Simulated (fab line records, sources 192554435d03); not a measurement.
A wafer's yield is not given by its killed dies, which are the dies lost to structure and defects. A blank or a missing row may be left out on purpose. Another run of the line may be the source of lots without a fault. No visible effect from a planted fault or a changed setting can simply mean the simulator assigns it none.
Which tool did it? | flow n5Finfet | 24 wafers from 8 lots sampled at 6 of the route's 1938 steps

## WHAT EACH GAUGE READ, for each wafer
N5_HKMG_FIN_INSPECT_28: inspects for defects (darkfield).
lot  | measured    | on               | rawDefectCount
L252 | day 4 18:57 | defectInspect-01 | 31 29 48
L256 | day 5 13:38 | defectInspect-01 | 46 35 57
L257 | day 5 19:23 | defectInspect-01 | 43 34 38
L258 | day 6 00:28 | defectInspect-02 | 15 25 20
L270 | day 9 02:46 | defectInspect-02 | 258 272 291
L271 | day 9 12:32 | defectInspect-02 | 278 271 243
L273 | day 9 21:16 | defectInspect-02 | 51 42 55
L274 | day 9 23:20 | defectInspect-01 | 22 49 17

N5_BEOL_M4_RC_MEAS_101.
lot  | measured     | on        | DIBL_N (mV/V)  | DIBL_P (mV/V)  | IOFF_N (nA/um)    | IOFF_P (nA/um) | ION_N (uA/um) | ION_P (uA/um) | SS_N (mV/dec)  | SS_P (mV/dec)  | VT_N (mV)         | VT_P (mV)
L252 | day 7 23:52  | prober-01 | 36.0 35.7 36.9 | 35.3 35.0 35.9 | 0.151 0.147 0.168 | 0.23 0.22 0.24 | 682 677 679   | 472 471 469   | 71.9 72.0 71.3 | 73.1 72.9 72.6 | 250.8 251.0 247.8 | -246 -246 -245
L256 | day 9 01:47  | prober-01 | 35.2 35.9 35.2 | 34.7 36.4 34.3 | 0.133 0.144 0.134 | 0.20 0.22 0.20 | 668 671 665   | 468 468 461   | 71.4 72.3 71.2 | 73.0 73.8 72.9 | 250.7 251.6 253.1 | -249 -246 -250
L257 | day 8 23:57  | prober-01 | 36.8 38.0 37.1 | 35.8 36.4 36.3 | 0.182 0.195 0.185 | 0.28 0.28 0.29 | 676 683 681   | 470 467 471   | 71.2 72.1 71.8 | 73.6 74.5 73.5 | 250.4 247.6 247.4 | -245 -242 -243
L258 | day 9 03:59  | prober-02 | 34.6 35.2 36.4 | 33.9 35.1 36.3 | 0.136 0.148 0.181 | 0.20 0.22 0.25 | 661 678 688   | 466 468 482   | 70.7 71.2 71.6 | 73.5 73.2 73.9 | 250.5 251.3 246.8 | -249 -247 -246
L270 | day 12 12:56 | prober-01 | 37.7 37.7 36.4 | 36.7 37.1 34.8 | 0.175 0.186 0.149 | 0.25 0.26 0.22 | 679 688 661   | 467 470 463   | 71.8 71.7 71.0 | 73.3 74.1 73.3 | 247.2 247.7 250.1 | -247 -247 -248
L271 | day 12 20:18 | prober-02 | 34.0 34.5 34.4 | 34.0 35.2 33.8 | 0.129 0.134 0.120 | 0.18 0.20 0.18 | 667 670 660   | 467 467 459   | 71.0 71.1 70.2 | 73.1 72.5 72.6 | 252.9 249.4 251.6 | -249 -250 -250
L273 | day 14 02:38 | prober-02 | 37.1 36.2 36.1 | 37.7 36.1 36.2 | 0.179 0.154 0.154 | 0.23 0.20 0.20 | 668 657 670   | 464 455 460   | 71.8 71.2 71.6 | 74.1 73.4 73.5 | 247.6 252.0 250.1 | -249 -253 -253
L274 | day 14 02:44 | prober-01 | 35.8 35.0 35.1 | 35.8 34.4 34.8 | 0.156 0.141 0.140 | 0.19 0.17 0.17 | 678 674 681   | 464 452 464   | 71.4 72.0 71.5 | 73.8 73.3 72.8 | 248.1 251.6 248.5 | -253 -255 -254

## WHAT TOOL EACH LOT RAN ON (gives the tool, then ch and the chambers of the sampled wafers, and finally the start)
lot  | N5_HKMG_FIN_ETCH_67              | N5_HKMG_FIN_CMP_23           | N5_HKMG_FIN_CMP_94           | N5_GATE_CUT_ETCH_56
L252 | rieDiel-02 ch 1,2,3, day 4 16:58 | cmp-03 ch 0,2,3, day 4 18:14 | cmp-03 ch 0,2,3, day 4 18:43 | rieMetal-01 ch 0,1, day 4 19:09
L256 | rieDiel-01 ch 1,2, day 5 11:39   | cmp-03 ch 0,3, day 5 13:00   | cmp-03 ch 0,3, day 5 13:26   | rieMetal-03 ch 0,1, day 5 13:47
L257 | rieDiel-03 ch 0,1,3, day 5 17:25 | cmp-04 ch 0,3, day 5 18:41   | cmp-04 ch 0,3, day 5 19:10   | rieMetal-01 ch 1, day 5 19:33
L258 | rieDiel-01 ch 1,2,3, day 5 22:29 | cmp-01 ch 0,1,2, day 5 23:50 | cmp-01 ch 0,1,2, day 6 00:16 | rieMetal-03 ch 0,1, day 6 00:37
L270 | rieDiel-01 ch 0,1,2, day 9 00:47 | cmp-03 ch 0,1,3, day 9 02:04 | cmp-03 ch 0,1,3, day 9 02:32 | rieMetal-03 ch 0,1, day 9 02:56
L271 | rieDiel-01 ch 0,1,2, day 9 10:32 | cmp-03 ch 0,1, day 9 11:49   | cmp-03 ch 0,1, day 9 12:18   | rieMetal-03 ch 0,1, day 9 12:41
L273 | rieDiel-01 ch 1,2,3, day 9 19:17 | cmp-01 ch 0,2,3, day 9 20:48 | cmp-01 ch 0,2,3, day 9 21:08 | rieMetal-02 ch 0,1, day 9 21:26
L274 | rieDiel-02 ch 0,2,3, day 9 21:19 | cmp-04 ch 0,1,3, day 9 22:47 | cmp-04 ch 0,1,3, day 9 23:10 | rieMetal-02 ch 0, day 9 23:29
- N5_HKMG_FIN_ETCH_67: etches SOC in N2/H2, stops on TiN, target depth 388.9 nm.
- N5_HKMG_FIN_CMP_23: polishes, stops on SiNx, t overpolish 10 s, target thk 46.326 nm.
- N5_HKMG_FIN_CMP_94: polishes, stops on SiNx, t overpolish 4.7 s, target thk 43.299 nm.
- N5_GATE_CUT_ETCH_56: etches TiN in Cl2/Ar, target depth 21.6 nm.

## WHAT THE TOOLS THEMSELVES READ (means of the sampled wafers that have a number; where no wafer has one, the mark that the record gives instead)
N5_HKMG_FIN_ETCH_67.
lot  | tool       | drypumpMotorCurrentA (A) | h2FlowSccm (sccm) | oesProductAu (a.u.) | rfVppV (V) | showerheadPlenumPTorr (Torr) | throttleValvePct (%)
L252 | rieDiel-02 | 5.4                      | 200.1             | 0.74                | 239.8      | 2.54                         | 17.92
L256 | rieDiel-01 | 5.7                      | 200.0             | 0.83                | 240.8      | 2.53                         | 17.56
L257 | rieDiel-03 | 6.1                      | 199.9             | 0.71                | 240.1      | 2.56                         | 17.87
L258 | rieDiel-01 | 5.9                      | 200.1             | 0.86                | 240.8      | 2.58                         | 17.53
L270 | rieDiel-01 | 5.9                      | 200.0             | 0.84                | 240.7      | 2.54                         | 17.50
L271 | rieDiel-01 | 5.9                      | 199.9             | 0.84                | 240.8      | 2.54                         | 17.50
L273 | rieDiel-01 | 5.9                      | 200.1             | 0.80                | 241.0      | 2.56                         | 17.59
L274 | rieDiel-02 | 5.7                      | 200.5             | 0.83                | 241.0      | 2.57                         | 17.73

N5_HKMG_FIN_CMP_23.
lot  | tool   | edgeZonePressureFrac | motorCurrentA (A) | overpolishRunS (s) | platenRpm (rpm) | retainingRingPressureFrac | timeToEndpointS (s)
L252 | cmp-03 | 0.998                | 11.9              | 10.005             | 50.24           | 1.002                     | 11.7
L256 | cmp-03 | 1.002                | 11.5              | 9.998              | 50.25           | 0.998                     | 11.6
L257 | cmp-04 | 0.995                | 11.8              | 10.007             | 50.30           | 1.000                     | 11.8
L258 | cmp-01 | 0.999                | 12.9              | 9.997              | 50.31           | 0.997                     | 12.8
L270 | cmp-03 | 1.000                | 11.9              | 9.999              | 50.28           | 0.996                     | 11.7
L271 | cmp-03 | 1.003                | 13.2              | 9.994              | 50.28           | 0.996                     | 8.6
L273 | cmp-01 | 1.000                | 12.6              | 9.991              | 50.29           | 1.003                     | 10.0
L274 | cmp-04 | 0.997                | 11.8              | 10.002             | 50.28           | 1.005                     | 11.0

N5_HKMG_FIN_CMP_94.
lot  | tool   | edgeZonePressureFrac | motorCurrentA (A) | platenRpm (rpm) | retainingRingPressureFrac
L252 | cmp-03 | 1.005                | 11.9              | 50.32           | 1.003
L256 | cmp-03 | 1.003                | 11.6              | 50.26           | 1.006
L257 | cmp-04 | 0.993                | 11.8              | 50.30           | 1.004
L258 | cmp-01 | 1.004                | 12.9              | 50.30           | 1.004
L270 | cmp-03 | 0.998                | 11.9              | 50.31           | 0.997
L271 | cmp-03 | 1.003                | 13.0              | 50.32           | 1.004
L273 | cmp-01 | 1.001                | 12.9              | 50.33           | 1.004
L274 | cmp-04 | 0.998                | 12.3              | 50.30           | 1.001

N5_GATE_CUT_ETCH_56.
lot  | tool        | drypumpMotorCurrentA (A) | oesProductAu (a.u.) | throttleValvePct (%)
L252 | rieMetal-01 | 6.0                      | 0.77                | 21.14
L256 | rieMetal-03 | 5.6                      | 0.85                | 20.85
L257 | rieMetal-01 | 6.2                      | 0.86                | 21.06
L258 | rieMetal-03 | 5.6                      | 0.82                | 20.76
L270 | rieMetal-03 | 5.6                      | 0.82                | 20.86
L271 | rieMetal-03 | 5.6                      | 0.82                | 20.86
L273 | rieMetal-02 | 5.3                      | 0.64                | 20.85
L274 | rieMetal-02 | 4.8                      | 0.64                | 20.71

## THE ANSWER, worked out from the rows above alone
Rule: what is usual is taken from the lots themselves. The widest of any qualifying gaps counts: lots, ordered by their means at a reading, are off when they make up no more than a third of the lots, leave a main group of 4 or more, and stand apart from it by 3 or more times the standard deviation of that group's means. Not used: any main group whose means are identical at the precision the tables above print for the reading. A lot without any number at a reading at which 4 lots or more have one is off too. Any other lot the step has rows for is counted as sound. Order of review: gauges by route order, followed by the tools' own readings, for which a lot's mean as printed above is used. The first step at which some lot is off is used, and at that step the reading that is off furthest; a lot without a number counts as furthest.
Off: L270, L271 (N5_HKMG_FIN_INSPECT_28, rawDefectCount). For the main group the mean is 36 and the standard deviation 9.9.
If a tool, at a process step before that reading, ran all the lots that are off and no sound lot after the first of them, it fits. Those tools and the gauges at N5_HKMG_FIN_INSPECT_28 are tried in the same way. One candidate fits, namely cmp-03 at N5_HKMG_FIN_CMP_23 and N5_HKMG_FIN_CMP_94. At N5_HKMG_FIN_CMP_23 its last sound lot is L256 (day 5 13:00), its first lot that is off L270 (day 9 02:04): a fault that began between those two fits.

## WHAT THE SIMULATOR HAD INSERTED
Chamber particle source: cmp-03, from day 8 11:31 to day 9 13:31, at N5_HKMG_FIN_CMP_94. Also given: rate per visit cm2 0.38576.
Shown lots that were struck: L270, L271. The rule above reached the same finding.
